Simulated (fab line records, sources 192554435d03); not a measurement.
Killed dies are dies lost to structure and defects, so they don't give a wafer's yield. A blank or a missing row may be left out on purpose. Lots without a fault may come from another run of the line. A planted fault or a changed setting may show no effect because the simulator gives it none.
A struck lot beside a sound one | flow n5_finfet | 14 steps out of a route of 1938
Sound: wafers L299.1, L299.4, L299.5. Struck: wafers L293.3, L293.6. The cause comes at the end.
At each step with rows: each side's tool, then ch and its chambers, then its first start. Under that, the readings that differ: sound wafers | struck wafers | difference of the means | sigmas: that difference in standard deviations of wafers without a fault.
alike: readings whose means differ by less than 2 such deviations, and words and numbers that are the same on both sides. not compared: withheld readings, readings that some wafer has no value for, bounds like >300 that may hide the same value, and numbers for which the record gives no deviation and whose values overlap.
The two part at a step that has a row with sigmas, a row that says differs or no value, or rows on one side only. Numbers that don't overlap but have no deviation are shown without sigmas and don't part them. A reading that every wafer of one side lacks parts them only if that side has two wafers or more.

first, 2 steps without rows for these wafers: N5_BEOL_M7_PRECLEAN_42 (cleans in residue remover, time 60 s); N5_BEOL_M7_SRD_43 (time 30 s).
N5_BEOL_M7_CD_MEAS_35: target cd 40 nm.
  sound on cd_sem-02, day 15 07:40; struck on cd_sem-03, day 14 00:57
  alike: cd_nm
N5_BEOL_M7_CURE_75: cures SiCOH lowk, time 120 s.
  sound on uv_cure-03 ch 1, day 15 07:43; struck on uv_cure-02 ch 0, day 14 01:23
  alike: lamp_power_pct, wafer_temp_C_max
N5_BEOL_M7_DEGAS_44: time 60 s.
  sound on pvd_sputter-01, day 15 08:05; struck on pvd_sputter-03, day 14 04:14
  alike: heater_power_w
N5_BEOL_M7_PRE_CLEAN_45: time 30 s.
  sound on pvd_sputter-01, day 15 08:07; struck on pvd_sputter-03, day 14 04:16
  alike: heater_power_w
N5_BEOL_M7_ALD_77: deposits TaN, target thk 2 nm, pulse time 2 s, purge time 3 s.
  sound on ald_metal-04 ch 0,1,3, day 15 08:12; struck on ald_metal-04 ch 1,3, day 14 04:20
  alike: heater_power_w
N5_BEOL_M7_SURFACE_TREAT_79:
  sound on pvd_sputter-01, day 15 08:34; struck on pvd_sputter-01, day 14 04:38
  not compared: throttle_valve_pct
then, 4 steps without rows for these wafers: N5_BEOL_M7_CVD_78 (deposits Co from CCTBA/H2, target thk 2 nm, time 142.3 s); N5_BEOL_M7_SPUTTER_48 (material Cu, target thk 10 nm, time 1.667 s); N5_BEOL_M7_ECD_50 (material Cu, target thk 300 nm); N5_BEOL_M7_ANNEAL_51 (time 90 s).
N5_BEOL_M7_CMP_52: polishes, stops on SiCOH lowk, t overpolish 6.9 s, target thk 80 nm.
  sound on cmp-02 ch 0,1,2, day 15 09:19; struck on cmp-04 ch 3, day 14 05:23
  reading                      | sound          | struck    | difference | sigmas
  barrier_field_endpoint_s (s) | 28.8 28.2 28.2 | 16.1 16.1 | -12.3      | -18
  time_to_endpoint_s (s)       | 61.6 59.3 59.4 | 31.3 29.7 | -29.6      | -10
  alike: clearing_platen_down_force_psi, motor_current_A, overpolish_run_s, slurry_flow_ml_min
  not compared: model.Cu_of_BEOL_M7_ECD_50.thk_nm
-- the record jumps here: 3 days lie between the struck wafers' starts before and after (it left off in module BEOL_M7 and takes up again in module PASSIVATION, whose first step shown is number 1936 of the route) --
N5_PASSIVATION_PROBE_49:
  the record has rows for the struck wafers here (prober-02, day 17 09:25) and none for the sound ones

WHERE THEY PART
First at N5_BEOL_M7_CMP_52; last, within this record, at N5_PASSIVATION_PROBE_49.

WHY: what the simulator had put in
Process parameter drift: cmp-04, from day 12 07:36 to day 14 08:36, at N5_BEOL_M7_CMP_52. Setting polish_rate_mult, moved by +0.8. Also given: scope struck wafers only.
